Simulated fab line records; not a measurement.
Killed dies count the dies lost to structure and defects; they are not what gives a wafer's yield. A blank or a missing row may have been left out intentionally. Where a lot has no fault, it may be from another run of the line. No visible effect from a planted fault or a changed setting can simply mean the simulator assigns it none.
Which tool is to blame? / flow n5Finfet / 10 lots, 30 wafers sampled, at 5 steps of a route of 1938

WHAT EACH GAUGE READ, for each wafer
The record lacks any reading of a measuring or inspecting step that a usual standard deviation could be used to judge.

WHAT TOOL EACH LOT RAN ON (gives the tool, then ch and the chambers of the sampled wafers, and finally the start)
lot=L300; N5_BEOL_M1_SPUTTER_92=pvdSputter-02, day 6 11:47; N5_PASSIVATION_PECVD_00=pecvd-01 ch 1,2, day 13 11:50; N5_MIM_TOP_ETCH_STRIP_01=rieDiel-03 ch 0,1,3, day 13 16:19; N5_PASSIVATION_DESCUM_32=rieDiel-04 ch 0,1,2, day 13 22:31; N5_PASSIVATION_PROBE_49=-
lot=L302; N5_BEOL_M1_SPUTTER_92=pvdSputter-03, day 7 00:13; N5_PASSIVATION_PECVD_00=pecvd-04 ch 0,1, day 14 14:03; N5_MIM_TOP_ETCH_STRIP_01=rieDiel-05 ch 1,2,3, day 14 16:07; N5_PASSIVATION_DESCUM_32=rieDiel-01 ch 0,1,3, day 15 00:19; N5_PASSIVATION_PROBE_49=-
lot=L304; N5_BEOL_M1_SPUTTER_92=pvdSputter-03, day 7 07:34; N5_PASSIVATION_PECVD_00=pecvd-03 ch 0,2, day 14 20:22; N5_MIM_TOP_ETCH_STRIP_01=rieDiel-05 ch 1,3, day 15 01:30; N5_PASSIVATION_DESCUM_32=rieDiel-04 ch 1,2,3, day 15 07:26; N5_PASSIVATION_PROBE_49=-
lot=L306; N5_BEOL_M1_SPUTTER_92=pvdSputter-03, day 8 18:38; N5_PASSIVATION_PECVD_00=pecvd-03 ch 0,1, day 15 17:04; N5_MIM_TOP_ETCH_STRIP_01=rieDiel-02 ch 0,2,3, day 15 19:22; N5_PASSIVATION_DESCUM_32=rieDiel-04 ch 0,1,3, day 15 23:11; N5_PASSIVATION_PROBE_49=prober-02, day 16 04:52
lot=L315; N5_BEOL_M1_SPUTTER_92=pvdSputter-03, day 12 14:09; N5_PASSIVATION_PECVD_00=pecvd-01 ch 0,2, day 17 17:46; N5_MIM_TOP_ETCH_STRIP_01=rieDiel-05 ch 0,1,2, day 17 22:52; N5_PASSIVATION_DESCUM_32=rieDiel-01 ch 1,3, day 18 03:53; N5_PASSIVATION_PROBE_49=-
lot=L318; N5_BEOL_M1_SPUTTER_92=pvdSputter-03, day 12 17:50; N5_PASSIVATION_PECVD_00=pecvd-03 ch 0,1,2, day 18 13:57; N5_MIM_TOP_ETCH_STRIP_01=rieDiel-02 ch 1,2, day 18 16:55; N5_PASSIVATION_DESCUM_32=rieDiel-04 ch 1,2,3, day 18 22:34; N5_PASSIVATION_PROBE_49=-
lot=L316; N5_BEOL_M1_SPUTTER_92=pvdSputter-01, day 12 18:02; N5_PASSIVATION_PECVD_00=pecvd-04 ch 0,1,2, day 18 14:41; N5_MIM_TOP_ETCH_STRIP_01=rieDiel-05 ch 1,3, day 18 19:38; N5_PASSIVATION_DESCUM_32=rieDiel-01 ch 0,3, day 19 01:06; N5_PASSIVATION_PROBE_49=-
lot=L317; N5_BEOL_M1_SPUTTER_92=pvdSputter-02, day 12 18:43; N5_PASSIVATION_PECVD_00=pecvd-04 ch 0,1,2, day 18 14:53; N5_MIM_TOP_ETCH_STRIP_01=rieDiel-02 ch 1,2, day 18 19:38; N5_PASSIVATION_DESCUM_32=rieDiel-01 ch 0,1,3, day 19 01:28; N5_PASSIVATION_PROBE_49=-
lot=L319; N5_BEOL_M1_SPUTTER_92=pvdSputter-03, day 12 21:31; N5_PASSIVATION_PECVD_00=pecvd-01 ch 1,2, day 18 13:45; N5_MIM_TOP_ETCH_STRIP_01=rieDiel-05 ch 1,2,3, day 18 16:46; N5_PASSIVATION_DESCUM_32=rieDiel-01 ch 0,1, day 18 22:11; N5_PASSIVATION_PROBE_49=-
lot=L321; N5_BEOL_M1_SPUTTER_92=pvdSputter-02, day 14 01:01; N5_PASSIVATION_PECVD_00=pecvd-01 ch 0,1,2, day 19 14:15; N5_MIM_TOP_ETCH_STRIP_01=rieDiel-03 ch 0,1,3, day 19 19:22; N5_PASSIVATION_DESCUM_32=rieDiel-01 ch 0,1,3, day 20 00:33; N5_PASSIVATION_PROBE_49=-
- N5_BEOL_M1_SPUTTER_92: material Cu, target thk 4.5 nm, time 8.29 s.
- N5_PASSIVATION_PECVD_00: deposits SiO2 from SiH4/N2O, target thk 200 nm, time 11.2 s.
- N5_MIM_TOP_ETCH_STRIP_01: strips in O2.
- N5_PASSIVATION_DESCUM_32: chemistry O2, time 7.9 s.
- N5_PASSIVATION_PROBE_49

AS READ BY THE TOOLS THEMSELVES (means over the sampled wafers that have a number; for cases with no such wafer, the mark the record gives instead)
N5_BEOL_M1_SPUTTER_92. Usual: substrateTempC -20.00 C, standard deviation 0.1; throttleValvePct 29.5 %, standard deviation 1.
lot=L300; tool=pvdSputter-02; substrateTempC (C)=-20.07; throttleValvePct (%)=29.0; flag=
lot=L302; tool=pvdSputter-03; substrateTempC (C)=-20.02; throttleValvePct (%)=29.1; flag=
lot=L304; tool=pvdSputter-03; substrateTempC (C)=-19.98; throttleValvePct (%)=28.3; flag=
lot=L306; tool=pvdSputter-03; substrateTempC (C)=-20.02; throttleValvePct (%)=29.1; flag=
lot=L315; tool=pvdSputter-03; substrateTempC (C)=-19.97; throttleValvePct (%)=28.5; flag=
lot=L318; tool=pvdSputter-03; substrateTempC (C)=-19.96; throttleValvePct (%)=29.6; flag=
lot=L316; tool=pvdSputter-01; substrateTempC (C)=-20.03; throttleValvePct (%)=28.8; flag=
lot=L317; tool=pvdSputter-02; substrateTempC (C)=-20.06; throttleValvePct (%)=30.1; flag=
lot=L319; tool=pvdSputter-03; substrateTempC (C)=-19.99; throttleValvePct (%)=29.8; flag=
lot=L321; tool=pvdSputter-02; substrateTempC (C)=-20.07; throttleValvePct (%)=29.6; flag=

N5_PASSIVATION_PECVD_00. Usual: heaterPowerW 689 W, standard deviation 94; showerheadPlenumPTorr 8.14 Torr, standard deviation 0.15; throttleValvePct 52.2 %, standard deviation 3.
lot=L300; tool=pecvd-01; heaterPowerW (W)=663; showerheadPlenumPTorr (Torr)=8.01; throttleValvePct (%)=51.5; flag=
lot=L302; tool=pecvd-04; heaterPowerW (W)=597; showerheadPlenumPTorr (Torr)=8.41; throttleValvePct (%)=54.0; flag=
lot=L304; tool=pecvd-03; heaterPowerW (W)=685; showerheadPlenumPTorr (Torr)=8.16; throttleValvePct (%)=51.2; flag=
lot=L306; tool=pecvd-03; heaterPowerW (W)=754; showerheadPlenumPTorr (Torr)=8.08; throttleValvePct (%)=53.1; flag=
lot=L315; tool=pecvd-01; heaterPowerW (W)=677; showerheadPlenumPTorr (Torr)=8.07; throttleValvePct (%)=53.8; flag=
lot=L318; tool=pecvd-03; heaterPowerW (W)=740; showerheadPlenumPTorr (Torr)=8.07; throttleValvePct (%)=51.3; flag=
lot=L316; tool=pecvd-04; heaterPowerW (W)=678; showerheadPlenumPTorr (Torr)=8.31; throttleValvePct (%)=53.3; flag=
lot=L317; tool=pecvd-04; heaterPowerW (W)=610; showerheadPlenumPTorr (Torr)=8.34; throttleValvePct (%)=53.3; flag=
lot=L319; tool=pecvd-01; heaterPowerW (W)=664; showerheadPlenumPTorr (Torr)=7.96; throttleValvePct (%)=48.1; flag=
lot=L321; tool=pecvd-01; heaterPowerW (W)=709; showerheadPlenumPTorr (Torr)=8.03; throttleValvePct (%)=51.1; flag=

N5_MIM_TOP_ETCH_STRIP_01. Usual: drypumpMotorCurrentA 5.7 A, standard deviation 0.43; oesProductAu 0.78 a.u., standard deviation 0.082; rfVppV 3.7 V, standard deviation 1.2; showerheadPlenumPTorr 2.09 Torr, standard deviation 0.07; throttleValvePct 16.78 %, standard deviation 0.21.
lot=L300; tool=rieDiel-03; drypumpMotorCurrentA (A)=5.7; oesProductAu (a.u.)=0.72; rfVppV (V)=3.2; showerheadPlenumPTorr (Torr)=2.14; throttleValvePct (%)=16.88; flag=
lot=L302; tool=rieDiel-05; drypumpMotorCurrentA (A)=6.0; oesProductAu (a.u.)=0.81; rfVppV (V)=4.3; showerheadPlenumPTorr (Torr)=2.08; throttleValvePct (%)=16.70; flag=
lot=L304; tool=rieDiel-05; drypumpMotorCurrentA (A)=6.0; oesProductAu (a.u.)=0.75; rfVppV (V)=5.3; showerheadPlenumPTorr (Torr)=2.09; throttleValvePct (%)=16.82; flag=
lot=L306; tool=rieDiel-02; drypumpMotorCurrentA (A)=5.6; oesProductAu (a.u.)=0.80; rfVppV (V)=3.5; showerheadPlenumPTorr (Torr)=2.05; throttleValvePct (%)=16.72; flag=
lot=L315; tool=rieDiel-05; drypumpMotorCurrentA (A)=5.8; oesProductAu (a.u.)=0.86; rfVppV (V)=4.1; showerheadPlenumPTorr (Torr)=2.07; throttleValvePct (%)=16.50; flag=
lot=L318; tool=rieDiel-02; drypumpMotorCurrentA (A)=5.8; oesProductAu (a.u.)=0.74; rfVppV (V)=3.0; showerheadPlenumPTorr (Torr)=2.00; throttleValvePct (%)=16.97; flag=
lot=L316; tool=rieDiel-05; drypumpMotorCurrentA (A)=6.0; oesProductAu (a.u.)=0.73; rfVppV (V)=3.7; showerheadPlenumPTorr (Torr)=2.08; throttleValvePct (%)=16.91; flag=
lot=L317; tool=rieDiel-02; drypumpMotorCurrentA (A)=5.9; oesProductAu (a.u.)=0.75; rfVppV (V)=3.1; showerheadPlenumPTorr (Torr)=2.01; throttleValvePct (%)=16.89; flag=
lot=L319; tool=rieDiel-05; drypumpMotorCurrentA (A)=6.0; oesProductAu (a.u.)=0.78; rfVppV (V)=4.7; showerheadPlenumPTorr (Torr)=2.07; throttleValvePct (%)=16.78; flag=
lot=L321; tool=rieDiel-03; drypumpMotorCurrentA (A)=5.7; oesProductAu (a.u.)=0.70; rfVppV (V)=4.2; showerheadPlenumPTorr (Torr)=2.13; throttleValvePct (%)=16.94; flag=

N5_PASSIVATION_DESCUM_32. Usual: drypumpMotorCurrentA 5.8 A, standard deviation 0.42; oesProductAu 0.77 a.u., standard deviation 0.07; rfVppV 243.5 V, standard deviation 1.2; showerheadPlenumPTorr 2.11 Torr, standard deviation 0.056; throttleValvePct 20.47 %, standard deviation 0.19.
lot=L300; tool=rieDiel-04; drypumpMotorCurrentA (A)=5.7; oesProductAu (a.u.)=0.76; rfVppV (V)=244.7; showerheadPlenumPTorr (Torr)=2.15; throttleValvePct (%)=20.52; flag=
lot=L302; tool=rieDiel-01; drypumpMotorCurrentA (A)=5.7; oesProductAu (a.u.)=0.76; rfVppV (V)=243.2; showerheadPlenumPTorr (Torr)=2.12; throttleValvePct (%)=20.54; flag=
lot=L304; tool=rieDiel-04; drypumpMotorCurrentA (A)=5.7; oesProductAu (a.u.)=0.80; rfVppV (V)=244.5; showerheadPlenumPTorr (Torr)=2.13; throttleValvePct (%)=20.39; flag=
lot=L306; tool=rieDiel-04; drypumpMotorCurrentA (A)=6.1; oesProductAu (a.u.)=0.76; rfVppV (V)=244.3; showerheadPlenumPTorr (Torr)=2.15; throttleValvePct (%)=20.30; flag=
lot=L315; tool=rieDiel-01; drypumpMotorCurrentA (A)=5.7; oesProductAu (a.u.)=0.74; rfVppV (V)=243.1; showerheadPlenumPTorr (Torr)=2.08; throttleValvePct (%)=20.55; flag=
lot=L318; tool=rieDiel-04; drypumpMotorCurrentA (A)=5.7; oesProductAu (a.u.)=0.85; rfVppV (V)=244.0; showerheadPlenumPTorr (Torr)=2.12; throttleValvePct (%)=20.29; flag=
lot=L316; tool=rieDiel-01; drypumpMotorCurrentA (A)=5.7; oesProductAu (a.u.)=0.72; rfVppV (V)=243.6; showerheadPlenumPTorr (Torr)=2.11; throttleValvePct (%)=20.64; flag=
lot=L317; tool=rieDiel-01; drypumpMotorCurrentA (A)=5.7; oesProductAu (a.u.)=0.73; rfVppV (V)=244.7; showerheadPlenumPTorr (Torr)=2.11; throttleValvePct (%)=20.61; flag=
lot=L319; tool=rieDiel-01; drypumpMotorCurrentA (A)=5.8; oesProductAu (a.u.)=0.76; rfVppV (V)=243.1; showerheadPlenumPTorr (Torr)=2.12; throttleValvePct (%)=20.54; flag=
lot=L321; tool=rieDiel-01; drypumpMotorCurrentA (A)=5.7; oesProductAu (a.u.)=0.73; rfVppV (V)=243.7; showerheadPlenumPTorr (Torr)=2.11; throttleValvePct (%)=20.62; flag=

N5_PASSIVATION_PROBE_49. Usual: defectLimitedYield 91.2 %, standard deviation 1.3; killed_at_M0_to_M3 34, standard deviation 9.2; killed_at_M4_up 14, standard deviation 5; killedAtContacts 13, standard deviation 6.7; killedAtFrontEnd 39, standard deviation 12; killedAtOther 4, standard deviation 3.3; killedDies 104, standard deviation 15; killedOpen 68, standard deviation 12; killedShort 34, standard deviation 7.5; sort_bin_5_function 5.2 %, standard deviation 0.87; sort_bin_6_memory 3.3 %, standard deviation 0.63; sortNPass 1076, standard deviation 15; sortYieldPct 91.2 %, standard deviation 1.3.
lot=L306; tool=prober-02; defectLimitedYield (%)=86.0; killed_at_M0_to_M3=84; killed_at_M4_up=23; killedAtContacts=12; killedAtFrontEnd=44; killedAtOther=1; killedDies=165; killedOpen=79; killedShort=42; sort_bin_5_function (%)=8.8; sort_bin_6_memory (%)=4.2; sortNPass=1015; sortYieldPct (%)=86.0; flag=OFF

THE ANSWER, worked out from the rows above alone
Rule: a lot counts as off when the mean over its wafers that have a number is more than 3 standard deviations away from the usual mean. A lot without any number at a reading at which 4 lots or more have one is off too. Any other lot the step has rows for is counted as sound. Order of review: gauges by route order, followed by the tools' own readings, for which a lot's mean as printed above is used. At the first step where some lot is off, the reading lying furthest off is the one used; lots without a number count as furthest.
Off, at N5_PASSIVATION_PROBE_49 on killed_at_M0_to_M3: L306. Neither off nor sound, because the step has no rows for them: L300, L302, L304, L315, L318, L316, L317, L319, L321.
A tool fits if, at that step or a process step before it, it ran every lot that is off, and no sound lot after the first of them. Can't be told from this: 5 tools fit, pvdSputter-03 at N5_BEOL_M1_SPUTTER_92, pecvd-03 at N5_PASSIVATION_PECVD_00, rieDiel-02 at N5_MIM_TOP_ETCH_STRIP_01, rieDiel-04 at N5_PASSIVATION_DESCUM_32, prober-02 at N5_PASSIVATION_PROBE_49.

WHAT HAD BEEN PUT IN BY THE SIMULATOR
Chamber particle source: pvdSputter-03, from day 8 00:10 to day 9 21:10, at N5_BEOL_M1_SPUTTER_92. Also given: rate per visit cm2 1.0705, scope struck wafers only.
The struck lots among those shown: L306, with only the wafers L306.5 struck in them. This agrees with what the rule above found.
